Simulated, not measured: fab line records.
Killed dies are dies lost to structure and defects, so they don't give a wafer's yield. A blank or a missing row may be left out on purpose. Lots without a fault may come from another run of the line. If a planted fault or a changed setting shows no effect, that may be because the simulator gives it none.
fab line records	flow nand_harc
record lots=24	wafers=72	last_day=34
route steps=1302 shown P_BONDPAD@367 A_ZERO_WELL@401 A_ONON_D1@441
lots that met no fault: from a run of the same line without faults
start_h: hours from the record's opening day to when the first of the lot's shown wafers began	wait_h: hours elapsed since this lot's preceding step	" as in the row above	L1.1+2: a single row standing in for several wafers	- no value, or no start given	* or withheld: withheld	< > ~ a bound
route shown NAME@n: names a module that has steps shown in the file, with the first one's number in the route	usual: mean/standard deviation of fault-free wafers	same: alike in all rows	chamber/n: place in a boat	sites: the reading at each site	_std_site: the standard deviation of these	_edge_site: the outer-site mean with the inner-site mean subtracted	radius_mm: how far each site lies from the wafer's centre	mask NAME#n: copy n	behind: tool/chamber where the wafer was last shaped	hold: what put the lot on hold/how long, in hours/how the hold closed	device: transistor that didn't switch, given as n, p or np	end of line: the same wafers' tests at the end of the route	a step with no rows: only its recipe	killed: dies that structure and defects cost at the first sort, which is not the same as the wafer's yield	map: the dies of a wafer, with x for killed, . for not killed, _ for no die there
set.NAME: the setting as run; set.NAME@STEP: as run at that earlier step	model.NAME: the simulator's own value behind a step, which no gauge read
one table for each step of the route and one row for each wafer, over a sample of lots
services: a tool's chamber out of use, with start hour (start_h, from the record's first day; less than 0 if before it), hours out, and reason
## steps
# step NHARC_P_BONDPAD_DESCUM_11
# recipe time_s=3	o2_flow_sccm=200	ar_flow_sccm=0	bias_power_w=0	chemistry=O2
# usual drypump_motor_current_A=5.6/0.43	oes_product_au=1.006/0.013	rf_vpp_V=58.1/0.89	showerhead_plenum_p_Torr=1.94/0.064	throttle_valve_pct=11.310/0.009
# same bias_power_w=0
lot.wafer	tool	chamber	start_h	wait_h	drypump_motor_current_A	oes_product_au	rf_hours_counter_h	rf_vpp_V	showerhead_plenum_p_Torr	throttle_valve_pct
L074.1	rie_diel-03	0	140.41	-	6.3	1.018	0.4	57.5	1.87	11.303
L074.3	"	2	"	"	6.0	0.999	0.4	57.1	1.88	11.303
L074.6	"	1	"	"	5.3	1.001	-	56.8	1.95	11.310
L075.1	rie_diel-12	0	147.01	-	5.0	1.011	1.7	58.4	1.82	11.308
L075.2	"	1	"	"	5.7	1.003	1.8	58.6	2.02	11.316
L075.5	"	3	"	"	5.7	1.014	-	59.0	1.94	11.304
L076.3	rie_diel-08	2	161.27	-	5.2	1.006	6.8	58.3	1.94	11.304
L076.2	"	1	"	"	6.3	0.992	9.1	57.5	1.93	11.304
L076.5	"	1	"	"	6.3	0.988	-	57.3	1.93	11.302
L077.1	rie_diel-03	3	162.72	-	5.2	1.001	2.9	58.1	2.01	11.312
L077.3	"	0	"	"	6.3	1.005	2.3	56.9	1.87	11.313
L077.2	"	1	"	"	5.3	0.994	2.5	56.1	1.94	11.309
L079.3	rie_diel-12	1	183.16	-	5.7	0.991	2.4	58.4	2.02	11.323
L079.6	"	2	"	"	5.9	1.010	-	57.5	1.95	11.318
L079.5	"	3	"	"	5.7	0.991	-	58.1	1.94	11.326
L078.2	rie_diel-12	3	184.14	-	5.7	0.993	2.3	56.1	1.94	11.303
L078.4	"	2	"	"	5.9	1.001	2.5	58.5	1.95	11.304
L078.6	"	0	"	"	5.0	1.009	-	57.6	1.82	11.305
L080.3	rie_diel-03	1	194.38	-	5.3	1.013	4.2	58.4	1.94	11.294
L080.1	"	3	"	"	5.2	1.014	4.1	58.2	2.01	11.300
L080.6	"	2	"	"	6.0	1.018	-	57.6	1.88	11.295
L081.4	rie_diel-12	3	206.95	-	5.7	1.000	2.8	58.5	1.94	11.312
L081.2	"	1	"	"	5.6	0.998	3.0	59.3	2.02	11.307
L081.5	"	2	"	"	5.9	1.007	-	58.8	1.95	11.302
L082.2	rie_diel-12	2	213.31	-	5.9	1.006	3.2	57.5	1.95	11.303
L082.4	"	3	"	"	5.7	0.999	3.0	57.4	1.94	11.312
L082.6	"	3	"	"	5.7	0.992	-	56.5	1.94	11.301
L083.4	rie_diel-12	1	223.64	-	5.6	0.999	3.5	58.4	2.02	11.310
L083.1	"	2	"	"	5.9	0.992	3.7	57.5	1.95	11.306
L083.3	"	3	"	"	5.7	1.010	3.5	57.7	1.94	11.311
L084.3	rie_diel-12	3	234.88	-	5.7	1.014	4.1	58.7	1.94	11.303
L084.6	"	0	"	"	5.0	1.009	-	56.7	1.82	11.300
L084.5	"	1	"	"	5.6	1.009	-	57.4	2.02	11.321
L085.1	rie_diel-03	1	249.67	-	5.2	1.005	7.1	57.5	1.94	11.301
L085.5	"	1	"	"	5.3	0.991	-	57.9	1.94	11.308
L085.6	"	2	"	"	6.0	0.989	-	58.8	1.88	11.300
L086.1	rie_diel-03	2	253.54	-	6.0	0.983	7.0	57.8	1.88	11.303
L086.5	"	3	"	"	5.2	1.004	-	57.4	2.01	11.318
L086.6	"	0	"	"	6.3	1.012	-	57.5	1.87	11.311
L087.1	rie_diel-08	1	262.98	-	6.3	1.009	5.3	59.9	1.93	11.293
L087.3	"	3	"	"	5.4	1.025	5.1	58.6	2.04	11.316
L087.6	"	1	"	"	6.4	1.002	-	57.7	1.93	11.298
L088.4	rie_diel-12	3	279.62	-	5.7	1.007	0	58.6	1.94	11.293
L088.5	"	2	"	"	5.9	0.999	-	57.9	1.95	11.316
L088.6	"	3	"	"	5.8	1.002	-	58.5	1.94	11.298
L089.3	rie_diel-12	0	280.50	-	5.0	0.989	0.0	59.4	1.82	11.319
L089.6	"	0	"	"	5.0	0.991	-	55.8	1.82	11.293
L089.5	"	1	"	"	5.6	1.018	-	59.4	2.02	11.310
L090.2	rie_diel-03	1	302.69	-	5.4	1.018	0.7	56.7	1.94	11.319
L090.4	"	2	"	"	6.0	1.008	0.6	58.4	1.88	11.305
L090.3	"	3	"	"	5.2	1.021	0.8	57.1	2.01	11.319
L091.3	rie_diel-08	0	303.44	-	5.1	0.988	6.6	57.6	1.97	11.311
L091.5	"	0	"	"	5.1	0.992	-	57.2	1.97	11.327
L091.6	"	1	"	"	6.3	1.011	-	57.7	1.93	11.302
L092.3	rie_diel-08	3	310.72	-	5.4	1.020	7.5	59.7	2.04	11.309
L092.6	"	2	"	"	5.2	1.041	-	59.4	1.94	11.317
L092.5	"	3	"	"	5.4	1.015	-	58.4	2.04	11.308
L093.3	rie_diel-12	2	325.47	-	5.9	0.997	2.4	56.9	1.95	11.293
L093.1	"	3	"	"	5.7	0.994	2.4	58.6	1.94	11.314
L093.6	"	1	"	"	5.7	1.032	-	58.8	2.02	11.318
L094.4	rie_diel-03	3	330.13	-	5.2	1.005	1.9	57.2	2.01	11.303
L094.2	"	1	"	"	5.3	1.008	2.0	57.5	1.94	11.302
L094.6	"	0	"	"	6.3	1.030	-	56.2	1.87	11.306
L095.2	rie_diel-12	0	353.66	-	5.0	0.990	2.8	57.8	1.82	11.324
L095.3	"	2	"	"	5.9	0.996	3.2	58.2	1.95	11.303
L095.5	"	3	"	"	5.7	0.988	-	59.3	1.94	11.302
L096.1	rie_diel-03	3	357.97	-	5.2	1.005	3.4	58.4	2.01	11.321
L096.3	"	1	"	"	5.3	1.000	3.5	57.0	1.94	11.300
L096.2	"	2	"	"	6.0	0.996	3.3	56.9	1.88	11.300
L097.4	rie_diel-03	2	368.00	-	6.0	1.008	3.7	58.9	1.88	11.310
L097.2	"	1	"	"	5.3	1.014	3.9	57.5	1.94	11.310
L097.6	"	2	"	"	6.0	0.996	-	59.1	1.88	11.324
# step NHARC_P_BONDPAD_PVD_27
# recipe target_thk_a=300	chamber_pressure_pa=5	power_w=5000	substrate_temp_c=30	time_s=20.49	material=Cu
# usual throttle_valve_pct=30.3/0.71
lot.wafer	tool	chamber	start_h	wait_h	throttle_valve_pct
L074.3	pvd_sputter-02	-	-	-	30.4
L074.1	"	-	"	"	29.0
L074.6	"	-	"	"	30.5
L075.1	pvd_sputter-03	-	-	-	32.2
L075.2	"	-	"	"	32.0
L075.5	"	-	"	"	30.2
L076.2	pvd_sputter-01	-	-	-	30.9
L076.3	"	-	"	"	30.4
L076.5	"	-	"	"	31.3
L077.2	pvd_sputter-03	-	-	-	31.6
L077.1	"	-	"	"	32.1
L077.3	"	-	"	"	30.2
L079.3	pvd_sputter-02	-	-	-	30.0
L079.6	"	-	"	"	29.6
L079.5	"	-	"	"	30.1
L078.4	pvd_sputter-02	-	-	-	29.6
L078.2	"	-	"	"	30.5
L078.6	"	-	"	"	30.5
L080.3	pvd_sputter-02	-	-	-	29.0
L080.1	"	-	"	"	30.3
L080.6	"	-	"	"	30.5
L081.2	pvd_sputter-01	-	-	-	30.3
L081.4	"	-	"	"	30.4
L081.5	"	-	"	"	30.9
L082.2	pvd_sputter-03	-	-	-	31.0
L082.4	"	-	"	"	31.5
L082.6	"	-	"	"	31.3
L083.1	pvd_sputter-01	-	-	-	29.8
L083.4	"	-	"	"	30.9
L083.3	"	-	"	"	30.1
L084.3	pvd_sputter-02	-	-	-	30.3
L084.6	"	-	"	"	29.1
L084.5	"	-	"	"	30.5
L085.1	pvd_sputter-01	-	-	-	30.5
L085.5	"	-	"	"	29.7
L085.6	"	-	"	"	30.6
L086.1	pvd_sputter-01	-	-	-	30.6
L086.6	"	-	"	"	30.6
L086.5	"	-	"	"	30.3
L087.1	pvd_sputter-02	-	-	-	30.4
L087.3	"	-	"	"	29.7
L087.6	"	-	"	"	29.6
L088.4	pvd_sputter-03	-	-	-	30.6
L088.6	"	-	"	"	31.1
L088.5	"	-	"	"	29.7
L089.3	pvd_sputter-03	-	-	-	30.9
L089.6	"	-	"	"	30.0
L089.5	"	-	"	"	30.9
L090.2	pvd_sputter-02	-	-	-	29.7
L090.4	"	-	"	"	30.0
L090.3	"	-	"	"	29.1
L091.3	pvd_sputter-01	-	-	-	30.2
L091.5	"	-	"	"	30.7
L091.6	"	-	"	"	30.8
L092.3	pvd_sputter-02	-	-	-	29.7
L092.6	"	-	"	"	30.7
L092.5	"	-	"	"	29.3
L093.1	pvd_sputter-01	-	-	-	29.6
L093.3	"	-	"	"	30.8
L093.6	"	-	"	"	30.0
L094.4	pvd_sputter-03	-	-	-	30.8
L094.2	"	-	"	"	30.0
L094.6	"	-	"	"	31.4
L095.3	pvd_sputter-02	-	-	-	29.1
L095.2	"	-	"	"	31.1
L095.5	"	-	"	"	29.4
L096.1	pvd_sputter-02	-	-	-	29.7
L096.3	"	-	"	"	29.2
L096.2	"	-	"	"	29.6
L097.2	pvd_sputter-01	-	-	-	30.8
L097.4	"	-	"	"	30.6
L097.6	"	-	"	"	30.4
# step NHARC_P_BONDPAD_ANNEAL_28
# recipe temp_c=225	time_s=90
# usual wafer_temp_C_max=225.63/0.26
lot.wafer	tool	chamber	start_h	wait_h	wafer_temp_C_max
L074.1	rtp_anneal-01	0	142.10	0.3	225.33
L074.3	"	0	"	"	225.32
L074.6	"	0	"	"	225.18
L075.1	rtp_anneal-02	0	148.73	0.3	225.95
L075.2	"	0	"	"	225.87
L075.5	"	0	"	"	225.68
L076.2	rtp_anneal-01	0	163.04	-	225.53
L076.3	"	0	"	"	225.62
L076.5	"	0	"	"	225.54
L077.1	rtp_anneal-01	0	164.44	0.3	225.62
L077.2	"	0	"	"	225.85
L077.3	"	0	"	"	225.75
L079.3	rtp_anneal-02	0	184.92	0.3	226.19
L079.5	"	0	"	"	225.62
L079.6	"	0	"	"	225.80
L078.2	rtp_anneal-01	0	185.87	-	225.57
L078.4	"	0	"	"	225.58
L078.6	"	0	"	"	225.62
L080.1	rtp_anneal-02	0	196.36	-	225.85
L080.3	"	0	"	"	225.86
L080.6	"	0	"	"	225.34
L081.2	rtp_anneal-01	0	208.69	-	225.10
L081.4	"	0	"	"	225.26
L081.5	"	0	"	"	225.25
L082.2	rtp_anneal-02	0	215.06	-	225.87
L082.4	"	0	"	"	225.83
L082.6	"	0	"	"	225.88
L083.1	rtp_anneal-01	0	225.34	-	225.45
L083.3	"	0	"	"	225.43
L083.4	"	0	"	"	225.31
L084.3	rtp_anneal-02	0	237.08	-	225.37
L084.5	"	0	"	"	225.51
L084.6	"	0	"	"	225.78
L085.1	rtp_anneal-01	0	251.35	0.3	225.49
L085.5	"	0	"	"	225.68
L085.6	"	0	"	"	225.64
L086.1	rtp_anneal-01	0	255.19	0.3	225.43
L086.5	"	0	"	"	225.76
L086.6	"	0	"	"	225.14
L087.1	rtp_anneal-02	0	264.65	-	225.77
L087.3	"	0	"	"	225.85
L087.6	"	0	"	"	225.87
L088.4	rtp_anneal-01	0	281.44	0.3	225.52
L088.5	"	0	"	"	225.69
L088.6	"	0	"	"	225.47
L089.3	rtp_anneal-01	0	282.28	-	225.49
L089.5	"	0	"	"	225.41
L089.6	"	0	"	"	225.43
L090.2	rtp_anneal-01	0	304.45	-	225.38
L090.3	"	0	"	"	225.58
L090.4	"	0	"	"	225.47
L091.3	rtp_anneal-01	0	305.26	0.3	225.62
L091.5	"	0	"	"	225.49
L091.6	"	0	"	"	225.85
L092.3	rtp_anneal-01	0	312.49	-	225.98
L092.5	"	0	"	"	225.39
L092.6	"	0	"	"	226.00
L093.1	rtp_anneal-02	0	327.13	-	225.54
L093.3	"	0	"	"	225.97
L093.6	"	0	"	"	225.90
L094.2	rtp_anneal-01	0	331.86	-	225.47
L094.4	"	0	"	"	225.25
L094.6	"	0	"	"	225.28
L095.2	rtp_anneal-01	0	355.40	-	225.39
L095.3	"	0	"	"	225.70
L095.5	"	0	"	"	226.14
L096.1	rtp_anneal-01	0	359.64	0.3	225.56
L096.2	"	0	"	"	225.40
L096.3	"	0	"	"	225.46
L097.2	rtp_anneal-02	0	369.73	-	225.95
L097.4	"	0	"	"	225.52
L097.6	"	0	"	"	225.96
# step NHARC_P_BONDPAD_CMP_19
# recipe t_overpolish_s=30	cu_recess_touch_s=16	target_thk_nm=160.81
# usual motor_current_A=12.0/1.1	overpolish_run_s=29.999/0.0076
lot.wafer	tool	chamber	start_h	wait_h	motor_current_A	overpolish_run_s
L074.1	cmp-04	2	142.48	-	10.7	29.990
L074.3	"	3	"	"	10.9	29.999
L074.6	"	2	"	"	11.5	29.996
L075.2	cmp-01	3	149.14	-	12.1	29.995
L075.1	"	0	"	"	10.7	29.997
L075.5	"	1	"	"	11.4	30.000
L076.2	cmp-02	0	163.42	-	14.1	29.995
L076.3	"	1	"	"	13.1	29.996
L076.5	"	3	"	"	10.6	29.989
L077.3	cmp-01	0	164.79	-	10.5	29.985
L077.1	"	2	"	"	11.8	29.983
L077.2	"	3	"	"	12.0	30.004
L079.3	cmp-04	2	185.25	-	11.0	29.993
L079.5	"	3	"	"	10.9	29.992
L079.6	"	0	"	"	13.1	30.021
L078.2	cmp-02	0	186.16	-	13.5	29.988
L078.4	"	3	"	"	10.8	30.006
L078.6	"	0	"	"	13.8	29.993
L080.1	cmp-02	0	196.77	-	14.2	30.000
L080.3	"	1	"	"	12.6	30.015
L080.6	"	2	"	"	11.4	29.997
L081.2	cmp-02	2	209.02	-	11.9	29.987
L081.4	"	3	"	"	10.5	30.005
L081.5	"	1	"	"	12.0	30.002
L082.2	cmp-01	3	215.35	-	11.6	30.012
L082.4	"	1	"	"	11.0	30.002
L082.6	"	3	"	"	11.7	29.993
L083.1	cmp-01	2	225.68	-	12.2	29.992
L083.3	"	3	"	"	11.9	30.008
L083.4	"	0	"	"	9.9	29.998
L084.3	cmp-02	3	237.41	-	10.4	29.994
L084.5	"	0	"	"	13.3	29.996
L084.6	"	1	"	"	12.7	30.008
L085.1	cmp-04	0	251.72	-	12.7	30.002
L085.5	"	3	"	"	11.2	30.000
L085.6	"	0	"	"	13.0	29.985
L086.1	cmp-02	1	255.56	-	12.5	30.000
L086.5	"	0	"	"	13.9	29.996
L086.6	"	1	"	"	12.9	29.995
L087.1	cmp-04	1	265.06	-	13.2	29.996
L087.3	"	2	"	"	11.3	29.998
L087.6	"	0	"	"	12.9	29.991
L088.4	cmp-01	2	281.72	-	12.3	29.999
L088.6	"	3	"	"	12.0	30.001
L088.5	"	0	"	"	10.6	30.000
L089.3	cmp-02	2	282.55	-	12.0	30.002
L089.6	"	1	"	"	13.1	29.998
L089.5	"	2	"	"	11.7	29.998
L090.4	cmp-04	1	304.77	-	13.6	29.993
L090.2	"	2	"	"	11.3	29.999
L090.3	"	3	"	"	10.1	29.992
L091.3	cmp-02	2	305.56	-	12.5	30.009
L091.6	"	0	"	"	13.5	29.998
L091.5	"	1	"	"	12.7	30.013
L092.3	cmp-04	2	312.75	-	11.6	30.013
L092.5	"	1	"	"	13.3	30.004
L092.6	"	2	"	"	11.3	29.987
L093.3	cmp-01	1	327.47	-	11.6	29.990
L093.1	"	2	"	"	12.0	30.008
L093.6	"	1	"	"	11.4	29.991
L094.4	cmp-01	1	332.16	-	10.7	30.005
L094.2	"	3	"	"	11.2	30.004
L094.6	"	2	"	"	12.0	29.989
L095.2	cmp-01	3	355.76	-	11.6	30.006
L095.3	"	0	"	"	10.4	30.012
L095.5	"	2	"	"	12.8	29.998
L096.2	cmp-04	1	359.99	-	13.5	29.987
L096.1	"	2	"	"	11.3	29.996
L096.3	"	3	"	"	11.2	30.006
L097.4	cmp-04	0	370.02	-	12.6	29.998
L097.2	"	3	"	"	11.2	29.992
L097.6	"	1	"	"	14.0	30.005
# step NHARC_A_ZERO_WELL_CD_MEAS_10
# recipe target_cd_nm=2000	landing_energy_ev=500
# usual cd_nm=2000.4/2.4
lot.wafer	tool	chamber	start_h	wait_h	cd_nm
L074.1	cd_sem-02	0	144.16	-	2001.6
L074.3	"	0	"	"	2002.0
L074.6	"	0	"	"	1999.5
L075.1	cd_sem-01	0	150.89	-	1998.4
L075.2	"	0	"	"	1999.4
L075.5	"	0	"	"	2004.1
L076.2	cd_sem-03	0	165.21	-	1996.7
L076.3	"	0	"	"	2002.3
L076.5	"	0	"	"	2001.0
L077.1	cd_sem-03	0	166.65	-	2005.4
L077.2	"	0	"	"	2001.9
L077.3	"	0	"	"	1999.3
L079.3	cd_sem-02	0	187.01	-	2001.0
L079.5	"	0	"	"	1999.9
L079.6	"	0	"	"	1998.9
L078.2	cd_sem-02	0	187.99	-	1999.4
L078.4	"	0	"	"	1997.2
L078.6	"	0	"	"	2000.0
L080.1	cd_sem-02	0	198.54	-	2000.7
L080.3	"	0	"	"	2001.6
L080.6	"	0	"	"	1998.9
L081.2	cd_sem-02	0	210.82	-	1998.0
L081.4	"	0	"	"	1997.5
L081.5	"	0	"	"	1995.2
L082.2	cd_sem-03	0	217.06	-	2001.2
L082.4	"	0	"	"	2003.3
L082.6	"	0	"	"	1997.1
L083.1	cd_sem-02	0	227.52	-	1997.2
L083.3	"	0	"	"	1996.5
L083.4	"	0	"	"	1998.8
L084.3	cd_sem-01	0	239.04	-	2001.2
L084.5	"	0	"	"	2004.4
L084.6	"	0	"	"	2003.5
L085.1	cd_sem-02	0	253.54	-	2006.4
L085.5	"	0	"	"	2002.2
L085.6	"	0	"	"	2002.0
L086.1	cd_sem-02	0	257.38	-	2003.2
L086.5	"	0	"	"	1995.8
L086.6	"	0	"	"	1996.6
L087.1	cd_sem-02	0	266.83	-	2002.6
L087.3	"	0	"	"	2000.6
L087.6	"	0	"	"	2001.8
L088.4	cd_sem-02	0	283.47	-	1999.8
L088.5	"	0	"	"	2002.5
L088.6	"	0	"	"	2000.9
L089.3	cd_sem-02	0	284.22	-	1998.3
L089.5	"	0	"	"	2002.4
L089.6	"	0	"	"	2002.0
L090.2	cd_sem-02	0	306.65	-	1999.8
L090.3	"	0	"	"	1999.2
L090.4	"	0	"	"	1996.7
L091.3	cd_sem-02	0	307.23	-	2000.1
L091.5	"	0	"	"	1999.2
L091.6	"	0	"	"	1999.7
L092.3	cd_sem-03	0	314.46	-	1999.0
L092.5	"	0	"	"	1999.1
L092.6	"	0	"	"	2001.1
L093.1	cd_sem-03	0	329.33	-	1997.2
L093.3	"	0	"	"	2001.6
L093.6	"	0	"	"	1998.2
L094.2	cd_sem-02	0	333.98	-	2004.0
L094.4	"	0	"	"	1996.3
L094.6	"	0	"	"	2001.3
L095.2	cd_sem-02	0	357.41	-	2000.9
L095.3	"	0	"	"	2004.7
L095.5	"	0	"	"	2000.7
L096.1	cd_sem-01	0	361.85	-	1998.9
L096.2	"	0	"	"	2003.3
L096.3	"	0	"	"	2004.0
L097.2	cd_sem-01	0	371.86	-	2002.9
L097.4	"	0	"	"	2003.4
L097.6	"	0	"	"	2002.5
# step NHARC_A_ONON_D1_THK_MEAS_24
# recipe thk_meas_gauge=ellipsometry
# usual thk_nm=994/11
lot.wafer	tool	chamber	start_h	wait_h	thk_nm
L074.1	film_metro-02	-	178.27	-	998
L074.3	"	-	"	"	999
L074.6	"	-	"	"	998
L075.1	film_metro-02	-	186.12	-	989
L075.2	"	-	"	"	989
L075.5	"	-	"	"	988
L076.2	film_metro-02	-	199.05	-	991
L076.3	"	-	"	"	992
L076.5	"	-	"	"	990
L077.1	film_metro-01	-	199.06	-	1006
L077.2	"	-	"	"	1007
L077.3	"	-	"	"	1006
L078.2	film_metro-02	-	224.95	-	974
L078.4	"	-	"	"	976
L078.6	"	-	"	"	975
L079.3	film_metro-02	-	224.96	-	1008
L079.5	"	-	"	"	1007
L079.6	"	-	"	"	1009
L080.1	film_metro-02	-	235.19	-	994
L080.3	"	-	"	"	993
L080.6	"	-	"	"	996
L081.2	film_metro-01	-	244.76	-	1022
L081.4	"	-	"	"	1022
L081.5	"	-	"	"	1022
L082.2	film_metro-02	-	253.35	-	992
L082.4	"	-	"	"	993
L082.6	"	-	"	"	991
L083.1	film_metro-01	-	263.63	-	999
L083.3	"	-	"	"	1000
L083.4	"	-	"	"	1001
L084.3	film_metro-02	-	272.74	-	986
L084.5	"	-	"	"	986
L084.6	"	-	"	"	987
L085.1	film_metro-02	-	290.47	-	989
L085.5	"	-	"	"	991
L085.6	"	-	"	"	989
L086.1	film_metro-01	-	290.47	-	1003
L086.5	"	-	"	"	1002
L086.6	"	-	"	"	1002
L087.1	film_metro-01	-	299.93	-	987
L087.3	"	-	"	"	987
L087.6	"	-	"	"	984
L088.4	film_metro-02	-	317.41	-	995
L088.5	"	-	"	"	992
L088.6	"	-	"	"	995
L089.3	film_metro-01	-	317.43	-	986
L089.5	"	-	"	"	986
L089.6	"	-	"	"	985
L090.2	film_metro-02	-	344.04	-	993
L090.3	"	-	"	"	993
L090.4	"	-	"	"	992
L091.3	film_metro-01	-	344.04	-	976
L091.5	"	-	"	"	977
L091.6	"	-	"	"	977
L092.3	film_metro-02	-	347.79	-	995
L092.5	"	-	"	"	996
L092.6	"	-	"	"	996
L093.1	film_metro-01	-	364.89	-	1008
L093.3	"	-	"	"	1010
L093.6	"	-	"	"	1008
L094.2	film_metro-01	-	372.76	-	999
L094.4	"	-	"	"	999
L094.6	"	-	"	"	999
L095.2	film_metro-02	-	390.10	-	1001
L095.3	"	-	"	"	1001
L095.5	"	-	"	"	1000
L096.1	film_metro-01	-	397.76	-	995
L096.2	"	-	"	"	995
L096.3	"	-	"	"	993
L097.2	film_metro-02	-	410.48	-	979
L097.4	"	-	"	"	979
L097.6	"	-	"	"	980
## services
tool	chamber	start_h	hours	kind
rie_diel-03	-	133.82	0.7	repair
cmp-02	-	134.51	4.0	pm
cmp-01	-	139.11	6.0	repair
cmp-02	-	142.66	1.2	repair
cmp-02	-	159.98	1.5	repair
rie_diel-03	2	160.51	6.5	repair
cmp-01	-	185.61	4.0	pm
rie_diel-12	0	193.16	1.3	repair
cmp-01	-	196.53	0.8	repair
cmp-04	-	209.00	4.0	pm
pvd_sputter-01	-	226.03	10.0	pm
cmp-02	-	232.51	4.0	pm
rie_diel-12	-	267.64	0.8	repair
cmp-04	-	272.81	0.2	repair
rie_diel-03	-	281.45	9.0	pm
pvd_sputter-02	-	282.03	10.0	pm
cmp-01	-	283.61	4.0	pm
rie_diel-12	1	289.48	20.6	repair
cmp-01	-	296.14	2.2	repair
cmp-04	-	307.00	4.0	pm
cmp-04	-	325.59	2.9	repair
cmp-04	-	330.01	3.0	repair
rie_diel-03	1	337.73	2.2	repair
pvd_sputter-02	-	342.53	5.0	repair
## key
fault none
